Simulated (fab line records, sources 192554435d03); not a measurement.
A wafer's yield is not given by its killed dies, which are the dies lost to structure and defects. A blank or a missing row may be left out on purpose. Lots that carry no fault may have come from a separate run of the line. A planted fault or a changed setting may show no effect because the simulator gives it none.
Which tool is to blame? :: flow n5_finfet :: 72 wafers from 24 lots sampled at 6 of the route's 1938 steps

== WHAT THE GAUGES READ, wafer by wafer ==
N5_BEOL_M10_CD_MEAS_28: target cd 70 nm. Usual: 69.2 nm for cd_nm, sd 0.95.
lot: L074
measured: day 9 22:37
on: cd_sem-03
cd_nm (nm): 68.7 69.3 70.0
flag: 

lot: L075
measured: day 10 08:41
on: cd_sem-01
cd_nm (nm): 68.3 69.6 69.0
flag: 

lot: L076
measured: day 11 01:04
on: cd_sem-03
cd_nm (nm): 69.8 68.6 67.9
flag: 

lot: L080
measured: day 11 13:57
on: cd_sem-03
cd_nm (nm): 67.9 69.7 68.8
flag: 

lot: L077
measured: day 11 19:55
on: cd_sem-02
cd_nm (nm): 71.2 70.5 70.0
flag: 

lot: L079
measured: day 11 20:05
on: cd_sem-03
cd_nm (nm): 67.8 67.1 67.8
flag: 

lot: L078
measured: day 11 20:14
on: cd_sem-01
cd_nm (nm): 70.1 69.7 68.6
flag: 

lot: L083
measured: day 12 00:41
on: cd_sem-02
cd_nm (nm): 70.5 70.5 70.1
flag: 

lot: L082
measured: day 12 00:50
on: cd_sem-01
cd_nm (nm): 68.5 69.4 70.5
flag: 

lot: L081
measured: day 12 08:32
on: cd_sem-01
cd_nm (nm): 69.7 70.3 69.7
flag: 

lot: L084
measured: day 13 03:41
on: cd_sem-01
cd_nm (nm): 68.2 68.0 68.0
flag: 

lot: L085
measured: day 13 09:52
on: cd_sem-02
cd_nm (nm): 70.8 71.3 70.5
flag: 

lot: L086
measured: day 13 16:52
on: cd_sem-01
cd_nm (nm): 68.8 69.5 70.4
flag: 

lot: L088
measured: day 13 20:29
on: cd_sem-01
cd_nm (nm): 68.4 69.8 69.2
flag: 

lot: L087
measured: day 13 23:59
on: cd_sem-02
cd_nm (nm): 68.6 68.3 68.5
flag: 

lot: L089
measured: day 14 14:37
on: cd_sem-03
cd_nm (nm): 69.2 68.7 69.8
flag: 

lot: L090
measured: day 14 18:12
on: cd_sem-03
cd_nm (nm): 70.3 69.2 69.9
flag: 

lot: L091
measured: day 14 20:18
on: cd_sem-03
cd_nm (nm): 70.1 69.5 69.3
flag: 

lot: L092
measured: day 14 20:30
on: cd_sem-02
cd_nm (nm): 69.1 69.5 67.9
flag: 

lot: L093
measured: day 15 04:50
on: cd_sem-03
cd_nm (nm): 69.0 69.3 69.0
flag: 

lot: L094
measured: day 15 17:30
on: cd_sem-02
cd_nm (nm): 68.6 69.3 70.2
flag: 

lot: L095
measured: day 15 17:40
on: cd_sem-02
cd_nm (nm): 68.7 69.5 69.0
flag: 

lot: L096
measured: day 16 09:50
on: cd_sem-02
cd_nm (nm): 68.4 69.4 68.9
flag: 

lot: L097
measured: day 16 12:33
on: cd_sem-01
cd_nm (nm): 69.0 67.4 68.1
flag: 

N5_BEOL_M11_OVL_MEAS_29. Usual: V10_OVL 0.1 nm, standard deviation 0.68.
lot: L074
measured: day 10 09:01
on: overlay-02
V10_OVL (nm): 0.2 0.4 0.4
flag: 

lot: L075
measured: day 10 18:13
on: overlay-02
V10_OVL (nm): -0.2 0.2 0.4
flag: 

lot: L076
measured: day 11 06:47
on: overlay-02
V10_OVL (nm): 0.2 -0.3 0.8
flag: 

lot: L080
measured: day 12 00:35
on: overlay-01
V10_OVL (nm): 0.2 0.4 -1.5
flag: 

lot: L077
measured: day 12 06:19
on: overlay-02
V10_OVL (nm): -0.2 -0.4 0.0
flag: 

lot: L079
measured: day 12 06:09
on: overlay-02
V10_OVL (nm): 0.2 -1.4 -0.4
flag: 

lot: L078
measured: day 12 05:21
on: overlay-02
V10_OVL (nm): -1.5 -1.9 0.1
flag: 

lot: L083
measured: day 12 08:41
on: overlay-02
V10_OVL (nm): -0.2 0.3 -0.6
flag: 

lot: L082
measured: day 12 08:52
on: overlay-02
V10_OVL (nm): 0.1 -0.4 -0.2
flag: 

lot: L081
measured: day 12 17:19
on: overlay-01
V10_OVL (nm): -0.4 -1.3 -1.0
flag: 

lot: L084
measured: day 13 11:26
on: overlay-02
V10_OVL (nm): -0.1 1.6 1.9
flag: 

lot: L085
measured: day 13 20:31
on: overlay-02
V10_OVL (nm): 1.3 1.1 0.1
flag: 

lot: L086
measured: day 14 01:00
on: overlay-01
V10_OVL (nm): 0.7 0.9 0.9
flag: 

lot: L088
measured: day 14 05:43
on: overlay-02
V10_OVL (nm): 1.0 0.5 0.9
flag: 

lot: L087
measured: day 14 10:35
on: overlay-02
V10_OVL (nm): 0.9 0.6 0.7
flag: 

lot: L089
measured: day 14 20:41
on: overlay-02
V10_OVL (nm): -0.3 -0.8 -0.6
flag: 

lot: L090
measured: day 15 05:27
on: overlay-01
V10_OVL (nm): 0.1 0.7 0.4
flag: 

lot: L091
measured: day 15 05:17
on: overlay-01
V10_OVL (nm): 0.7 0.6 0.9
flag: 

lot: L092
measured: day 15 05:37
on: overlay-02
V10_OVL (nm): -1.1 0.6 0.1
flag: 

lot: L093
measured: day 15 12:20
on: overlay-02
V10_OVL (nm): -0.4 -1.1 0.4
flag: 

lot: L094
measured: day 16 04:45
on: overlay-02
V10_OVL (nm): 0.1 0.2 1.1
flag: 

lot: L095
measured: day 16 06:07
on: overlay-02
V10_OVL (nm): 0.1 -0.6 -0.7
flag: 

lot: L096
measured: day 16 17:53
on: overlay-01
V10_OVL (nm): 0.7 0.7 0.8
flag: 

lot: L097
measured: day 16 20:16
on: overlay-01
V10_OVL (nm): 0.0 0.5 0.1
flag: 

N5_BEOL_M11_CD_MEAS_35: target cd 70 nm. Usual: 70.1 nm for cd_nm, sd 0.83.
lot: L074
measured: day 10 10:01
on: cd_sem-02
cd_nm (nm): 71.0 70.7 70.2
flag: 

lot: L075
measured: day 10 18:55
on: cd_sem-03
cd_nm (nm): 70.7 69.8 70.8
flag: 

lot: L076
measured: day 11 07:40
on: cd_sem-02
cd_nm (nm): 70.2 70.6 70.4
flag: 

lot: L080
measured: day 12 01:17
on: cd_sem-03
cd_nm (nm): 69.9 69.8 69.4
flag: 

lot: L077
measured: day 12 07:02
on: cd_sem-01
cd_nm (nm): 69.4 69.9 69.5
flag: 

lot: L079
measured: day 12 06:52
on: cd_sem-02
cd_nm (nm): 69.4 69.6 69.1
flag: 

lot: L078
measured: day 12 06:03
on: cd_sem-01
cd_nm (nm): 69.8 70.4 70.4
flag: 

lot: L083
measured: day 12 09:23
on: cd_sem-01
cd_nm (nm): 70.8 70.1 71.1
flag: 

lot: L082
measured: day 12 09:40
on: cd_sem-02
cd_nm (nm): 71.3 70.9 71.2
flag: 

lot: L081
measured: day 12 18:10
on: cd_sem-01
cd_nm (nm): 71.3 70.9 69.9
flag: 

lot: L084
measured: day 13 12:17
on: cd_sem-01
cd_nm (nm): 70.4 71.1 70.1
flag: 

lot: L085
measured: day 13 21:18
on: cd_sem-01
cd_nm (nm): 70.3 70.2 69.8
flag: 

lot: L086
measured: day 14 01:45
on: cd_sem-02
cd_nm (nm): 71.5 69.9 71.3
flag: 

lot: L088
measured: day 14 06:26
on: cd_sem-03
cd_nm (nm): 70.3 70.1 70.6
flag: 

lot: L087
measured: day 14 11:17
on: cd_sem-01
cd_nm (nm): 70.7 71.1 70.2
flag: 

lot: L089
measured: day 14 23:31
on: cd_sem-02
cd_nm (nm): 71.7 70.5 70.6
flag: 

lot: L090
measured: day 15 06:43
on: cd_sem-02
cd_nm (nm): 71.5 70.9 69.7
flag: 

lot: L091
measured: day 15 06:19
on: cd_sem-03
cd_nm (nm): 70.0 68.9 69.0
flag: 

lot: L092
measured: day 15 06:59
on: cd_sem-02
cd_nm (nm): 68.6 69.9 70.1
flag: 

lot: L093
measured: day 15 13:02
on: cd_sem-01
cd_nm (nm): 69.5 68.3 68.5
flag: 

lot: L094
measured: day 16 05:27
on: cd_sem-02
cd_nm (nm): 69.3 68.5 68.7
flag: 

lot: L095
measured: day 16 06:51
on: cd_sem-02
cd_nm (nm): 71.7 70.3 70.0
flag: 

lot: L096
measured: day 16 18:35
on: cd_sem-02
cd_nm (nm): 69.3 70.6 70.0
flag: 

lot: L097
measured: day 16 20:58
on: cd_sem-02
cd_nm (nm): 68.4 69.4 69.3
flag: 

N5_BEOL_M12_OVL_MEAS_11. Usual: V11_OVL 1 nm, standard deviation 6.3.
lot: L074
measured: day 10 14:26
on: overlay-02
V11_OVL (nm): 0 -10 -10
flag: 

lot: L075
measured: day 10 21:52
on: overlay-01
V11_OVL (nm): 4 3 4
flag: 

lot: L076
measured: day 11 10:42
on: overlay-01
V11_OVL (nm): 8 -2 -4
flag: 

lot: L080
measured: day 12 04:10
on: overlay-02
V11_OVL (nm): 4 8 5
flag: 

lot: L077
measured: day 12 10:18
on: overlay-01
V11_OVL (nm): 9 15 7
flag: 

lot: L079
measured: day 12 09:39
on: overlay-02
V11_OVL (nm): 9 8 7
flag: 

lot: L078
measured: day 12 10:01
on: overlay-02
V11_OVL (nm): 3 3 1
flag: 

lot: L083
measured: day 12 14:02
on: overlay-02
V11_OVL (nm): -10 -3 -8
flag: 

lot: L082
measured: day 12 14:16
on: overlay-01
V11_OVL (nm): 10 -2 2
flag: 

lot: L081
measured: day 12 21:15
on: overlay-01
V11_OVL (nm): 4 5 5
flag: 

lot: L084
measured: day 13 15:27
on: overlay-01
V11_OVL (nm): -7 -4 -4
flag: 

lot: L085
measured: day 14 00:17
on: overlay-01
V11_OVL (nm): -7 0 -1
flag: 

lot: L086
measured: day 14 04:41
on: overlay-02
V11_OVL (nm): 11 5 4
flag: 

lot: L088
measured: day 14 09:14
on: overlay-02
V11_OVL (nm): -2 1 1
flag: 

lot: L087
measured: day 14 16:43
on: overlay-02
V11_OVL (nm): -2 1 -2
flag: 

lot: L089
measured: day 15 02:25
on: overlay-02
V11_OVL (nm): 7 -8 10
flag: 

lot: L090
measured: day 15 11:13
on: overlay-01
V11_OVL (nm): 8 9 13
flag: 

lot: L091
measured: day 15 11:03
on: overlay-02
V11_OVL (nm): 2 3 5
flag: 

lot: L092
measured: day 15 11:45
on: overlay-02
V11_OVL (nm): -3 -2 7
flag: 

lot: L093
measured: day 15 16:21
on: overlay-01
V11_OVL (nm): 11 1 9
flag: 

lot: L094
measured: day 16 09:21
on: overlay-01
V11_OVL (nm): -5 -9 -6
flag: 

lot: L095
measured: day 16 10:31
on: overlay-02
V11_OVL (nm): -4 5 4
flag: 

lot: L096
measured: day 16 21:55
on: overlay-01
V11_OVL (nm): -8 -7 -8
flag: 

lot: L097
measured: day 17 00:40
on: overlay-02
V11_OVL (nm): -6 2 2
flag: 

N5_BEOL_M12_INSPECT_12: inspects for defects (macro). Usual: 2.0 for raw_defect_count, sd 1.4.
lot: L074
measured: day 10 14:27
on: defect_inspect-01
raw_defect_count: 1 3 3
flag: 

lot: L075
measured: day 10 21:53
on: defect_inspect-02
raw_defect_count: 1 4 1
flag: 

lot: L076
measured: day 11 10:43
on: defect_inspect-02
raw_defect_count: 0 5 4
flag: 

lot: L080
measured: day 12 04:11
on: defect_inspect-01
raw_defect_count: 1 1 1
flag: 

lot: L077
measured: day 12 10:19
on: defect_inspect-01
raw_defect_count: 4 0 1
flag: 

lot: L079
measured: day 12 09:40
on: defect_inspect-02
raw_defect_count: 3 1 4
flag: 

lot: L078
measured: day 12 10:03
on: defect_inspect-01
raw_defect_count: 2 2 1
flag: 

lot: L083
measured: day 12 14:04
on: defect_inspect-01
raw_defect_count: 4 1 2
flag: 

lot: L082
measured: day 12 14:17
on: defect_inspect-01
raw_defect_count: 2 1 2
flag: 

lot: L081
measured: day 12 21:17
on: defect_inspect-02
raw_defect_count: 4 1 1
flag: 

lot: L084
measured: day 13 15:28
on: defect_inspect-01
raw_defect_count: 2 2 0
flag: 

lot: L085
measured: day 14 00:19
on: defect_inspect-02
raw_defect_count: 4 1 6
flag: 

lot: L086
measured: day 14 04:42
on: defect_inspect-02
raw_defect_count: 2 2 5
flag: 

lot: L088
measured: day 14 09:16
on: defect_inspect-02
raw_defect_count: 1 1 2
flag: 

lot: L087
measured: day 14 16:45
on: defect_inspect-02
raw_defect_count: 7 3 2
flag: 

lot: L089
measured: day 15 02:26
on: defect_inspect-02
raw_defect_count: 1 4 3
flag: 

lot: L090
measured: day 15 11:14
on: defect_inspect-02
raw_defect_count: 1 5 3
flag: 

lot: L091
measured: day 15 11:04
on: defect_inspect-02
raw_defect_count: 1 1 2
flag: 

lot: L092
measured: day 15 11:47
on: defect_inspect-02
raw_defect_count: 5 3 1
flag: 

lot: L093
measured: day 15 16:22
on: defect_inspect-01
raw_defect_count: 3 1 1
flag: 

lot: L094
measured: day 16 09:23
on: defect_inspect-02
raw_defect_count: 0 1 4
flag: 

lot: L095
measured: day 16 10:32
on: defect_inspect-02
raw_defect_count: 3 0 3
flag: 

lot: L096
measured: day 16 21:56
on: defect_inspect-01
raw_defect_count: 5 2 0
flag: 

lot: L097
measured: day 17 00:41
on: defect_inspect-01
raw_defect_count: 3 1 1
flag: 

== WHICH TOOL RAN EACH LOT (tool, then ch and the chambers of the sampled wafers, then the start) ==
lot: L074
N5_BEOL_M11_DESCUM_16: rie_diel-06 ch 1,3, day 10 06:08

lot: L075
N5_BEOL_M11_DESCUM_16: rie_diel-06 ch 1,2,3, day 10 14:18

lot: L076
N5_BEOL_M11_DESCUM_16: rie_diel-06 ch 2,3, day 11 06:00

lot: L080
N5_BEOL_M11_DESCUM_16: rie_diel-06 ch 1,2, day 11 21:35

lot: L077
N5_BEOL_M11_DESCUM_16: rie_diel-05 ch 0,1, day 12 01:59

lot: L079
N5_BEOL_M11_DESCUM_16: rie_diel-06 ch 1,2,3, day 12 02:19

lot: L078
N5_BEOL_M11_DESCUM_16: rie_diel-05 ch 0,1,2, day 12 02:14

lot: L083
N5_BEOL_M11_DESCUM_16: rie_diel-01 ch 0,1,2, day 12 07:35

lot: L082
N5_BEOL_M11_DESCUM_16: rie_diel-01 ch 0,1,2, day 12 07:51

lot: L081
N5_BEOL_M11_DESCUM_16: rie_diel-01 ch 0,2,3, day 12 16:23

lot: L084
N5_BEOL_M11_DESCUM_16: rie_diel-01 ch 0,1,2, day 13 10:35

lot: L085
N5_BEOL_M11_DESCUM_16: rie_diel-06 ch 0,2, day 13 17:59

lot: L086
N5_BEOL_M11_DESCUM_16: rie_diel-05 ch 1,2, day 13 22:35

lot: L088
N5_BEOL_M11_DESCUM_16: rie_diel-05 ch 0,1,2, day 14 02:23

lot: L087
N5_BEOL_M11_DESCUM_16: rie_diel-05 ch 2,3, day 14 06:35

lot: L089
N5_BEOL_M11_DESCUM_16: rie_diel-05 ch 0,1,3, day 14 19:47

lot: L090
N5_BEOL_M11_DESCUM_16: rie_diel-01 ch 0,1,3, day 15 03:11

lot: L091
N5_BEOL_M11_DESCUM_16: rie_diel-01 ch 0,1,2, day 15 03:49

lot: L092
N5_BEOL_M11_DESCUM_16: rie_diel-01 ch 0,1,2, day 15 04:26

lot: L093
N5_BEOL_M11_DESCUM_16: rie_diel-05 ch 0,2, day 15 10:20

lot: L094
N5_BEOL_M11_DESCUM_16: rie_diel-06 ch 0,1,3, day 16 03:37

lot: L095
N5_BEOL_M11_DESCUM_16: rie_diel-06 ch 0,1,2, day 16 03:58

lot: L096
N5_BEOL_M11_DESCUM_16: rie_diel-05 ch 1,2, day 16 15:14

lot: L097
N5_BEOL_M11_DESCUM_16: rie_diel-01 ch 0,1,3, day 16 19:07
- N5_BEOL_M11_DESCUM_16: chemistry O2, time 7.9 s.

== AS READ BY THE TOOLS THEMSELVES (means over the sampled wafers that have a number; for cases with no such wafer, the mark the record gives instead) ==
N5_BEOL_M11_DESCUM_16. Usual: drypump_motor_current_A 5.9 A, standard deviation 0.4; o2_flow_sccm 224.9 sccm, standard deviation 0.69; oes_product_au 0.78 a.u., standard deviation 0.092; rf_vpp_V 243.6 V, standard deviation 1.4; showerhead_plenum_p_Torr 2.12 Torr, standard deviation 0.08; throttle_valve_pct 20.40 %, standard deviation 0.25.
lot: L074
tool: rie_diel-06
drypump_motor_current_A (A): 6.0
o2_flow_sccm (sccm): 224.9
oes_product_au (a.u.): 0.81
rf_vpp_V (V): 244.2
showerhead_plenum_p_Torr (Torr): 2.12
throttle_valve_pct (%): 20.36
flag: 

lot: L075
tool: rie_diel-06
drypump_motor_current_A (A): 6.2
o2_flow_sccm (sccm): 225.0
oes_product_au (a.u.): 0.77
rf_vpp_V (V): 243.6
showerhead_plenum_p_Torr (Torr): 2.11
throttle_valve_pct (%): 20.42
flag: 

lot: L076
tool: rie_diel-06
drypump_motor_current_A (A): 6.3
o2_flow_sccm (sccm): 224.4
oes_product_au (a.u.): 0.75
rf_vpp_V (V): 243.1
showerhead_plenum_p_Torr (Torr): 2.10
throttle_valve_pct (%): 20.47
flag: 

lot: L080
tool: rie_diel-06
drypump_motor_current_A (A): 6.2
o2_flow_sccm (sccm): 224.6
oes_product_au (a.u.): 0.73
rf_vpp_V (V): 243.3
showerhead_plenum_p_Torr (Torr): 2.10
throttle_valve_pct (%): 20.46
flag: 

lot: L077
tool: rie_diel-05
drypump_motor_current_A (A): 5.7
o2_flow_sccm (sccm): 224.8
oes_product_au (a.u.): 0.72
rf_vpp_V (V): 240.9
showerhead_plenum_p_Torr (Torr): 1.99
throttle_valve_pct (%): 20.48
flag: 

lot: L079
tool: rie_diel-06
drypump_motor_current_A (A): 6.2
o2_flow_sccm (sccm): 224.6
oes_product_au (a.u.): 0.77
rf_vpp_V (V): 243.1
showerhead_plenum_p_Torr (Torr): 2.10
throttle_valve_pct (%): 20.43
flag: 

lot: L078
tool: rie_diel-05
drypump_motor_current_A (A): 5.8
o2_flow_sccm (sccm): 224.8
oes_product_au (a.u.): 0.80
rf_vpp_V (V): 243.3
showerhead_plenum_p_Torr (Torr): 2.04
throttle_valve_pct (%): 20.37
flag: 

lot: L083
tool: rie_diel-01
drypump_motor_current_A (A): 6.1
o2_flow_sccm (sccm): 224.7
oes_product_au (a.u.): 0.76
rf_vpp_V (V): 244.3
showerhead_plenum_p_Torr (Torr): 2.13
throttle_valve_pct (%): 20.32
flag: 

lot: L082
tool: rie_diel-01
drypump_motor_current_A (A): 6.1
o2_flow_sccm (sccm): 225.6
oes_product_au (a.u.): 0.76
rf_vpp_V (V): 244.1
showerhead_plenum_p_Torr (Torr): 2.13
throttle_valve_pct (%): 20.32
flag: 

lot: L081
tool: rie_diel-01
drypump_motor_current_A (A): 5.9
o2_flow_sccm (sccm): 225.4
oes_product_au (a.u.): 0.73
rf_vpp_V (V): 243.6
showerhead_plenum_p_Torr (Torr): 2.11
throttle_valve_pct (%): 20.41
flag: 

lot: L084
tool: rie_diel-01
drypump_motor_current_A (A): 6.1
o2_flow_sccm (sccm): 224.8
oes_product_au (a.u.): 0.75
rf_vpp_V (V): 243.5
showerhead_plenum_p_Torr (Torr): 2.12
throttle_valve_pct (%): 20.34
flag: 

lot: L085
tool: rie_diel-06
drypump_motor_current_A (A): 5.4
o2_flow_sccm (sccm): 225.4
oes_product_au (a.u.): 0.85
rf_vpp_V (V): 243.4
showerhead_plenum_p_Torr (Torr): 2.19
throttle_valve_pct (%): 20.64
flag: 

lot: L086
tool: rie_diel-05
drypump_motor_current_A (A): 5.9
o2_flow_sccm (sccm): 224.4
oes_product_au (a.u.): 0.98
rf_vpp_V (V): 244.7
showerhead_plenum_p_Torr (Torr): 2.20
throttle_valve_pct (%): 19.95
flag: 

lot: L088
tool: rie_diel-05
drypump_motor_current_A (A): 5.7
o2_flow_sccm (sccm): 224.8
oes_product_au (a.u.): 0.88
rf_vpp_V (V): 243.9
showerhead_plenum_p_Torr (Torr): 2.12
throttle_valve_pct (%): 20.29
flag: 

lot: L087
tool: rie_diel-05
drypump_motor_current_A (A): 5.7
o2_flow_sccm (sccm): 225.1
oes_product_au (a.u.): 0.85
rf_vpp_V (V): 242.9
showerhead_plenum_p_Torr (Torr): 2.15
throttle_valve_pct (%): 20.47
flag: 

lot: L089
tool: rie_diel-05
drypump_motor_current_A (A): 5.8
o2_flow_sccm (sccm): 225.2
oes_product_au (a.u.): 0.79
rf_vpp_V (V): 243.6
showerhead_plenum_p_Torr (Torr): 2.12
throttle_valve_pct (%): 20.37
flag: 

lot: L090
tool: rie_diel-01
drypump_motor_current_A (A): 5.8
o2_flow_sccm (sccm): 224.9
oes_product_au (a.u.): 0.73
rf_vpp_V (V): 244.7
showerhead_plenum_p_Torr (Torr): 2.17
throttle_valve_pct (%): 20.41
flag: 

lot: L091
tool: rie_diel-01
drypump_motor_current_A (A): 6.1
o2_flow_sccm (sccm): 225.2
oes_product_au (a.u.): 0.74
rf_vpp_V (V): 243.6
showerhead_plenum_p_Torr (Torr): 2.12
throttle_valve_pct (%): 20.37
flag: 

lot: L092
tool: rie_diel-01
drypump_motor_current_A (A): 6.1
o2_flow_sccm (sccm): 224.7
oes_product_au (a.u.): 0.74
rf_vpp_V (V): 244.4
showerhead_plenum_p_Torr (Torr): 2.12
throttle_valve_pct (%): 20.38
flag: 

lot: L093
tool: rie_diel-05
drypump_motor_current_A (A): 5.6
o2_flow_sccm (sccm): 224.7
oes_product_au (a.u.): 0.83
rf_vpp_V (V): 242.9
showerhead_plenum_p_Torr (Torr): 2.09
throttle_valve_pct (%): 20.51
flag: 

lot: L094
tool: rie_diel-06
drypump_motor_current_A (A): 5.7
o2_flow_sccm (sccm): 224.5
oes_product_au (a.u.): 0.81
rf_vpp_V (V): 244.2
showerhead_plenum_p_Torr (Torr): 2.15
throttle_valve_pct (%): 20.52
flag: 

lot: L095
tool: rie_diel-06
drypump_motor_current_A (A): 5.7
o2_flow_sccm (sccm): 225.3
oes_product_au (a.u.): 0.79
rf_vpp_V (V): 244.5
showerhead_plenum_p_Torr (Torr): 2.14
throttle_valve_pct (%): 20.55
flag: 

lot: L096
tool: rie_diel-05
drypump_motor_current_A (A): 5.9
o2_flow_sccm (sccm): 225.3
oes_product_au (a.u.): 0.91
rf_vpp_V (V): 244.5
showerhead_plenum_p_Torr (Torr): 2.19
throttle_valve_pct (%): 19.98
flag: 

lot: L097
tool: rie_diel-01
drypump_motor_current_A (A): 5.9
o2_flow_sccm (sccm): 225.1
oes_product_au (a.u.): 0.84
rf_vpp_V (V): 244.3
showerhead_plenum_p_Torr (Torr): 2.17
throttle_valve_pct (%): 20.28
flag: 

== THE ANSWER, worked out from the rows above alone ==
Rule: a lot is off if the mean of its wafers that have a number lies more than 3 standard deviations from the usual mean. A lot without any number at a reading at which 4 lots or more have one is off too. All remaining lots with rows at the step are treated as sound. After the gauges, taken in route order, come the tools' own readings; for these a lot's mean is taken, as printed above. At the first step where some lot is off, the reading lying furthest off is the one used; lots without a number count as furthest.
No lot is off on any of the readings shown, so nothing can be concluded from this.

== WHAT WAS PUT IN BY THE SIMULATOR ==
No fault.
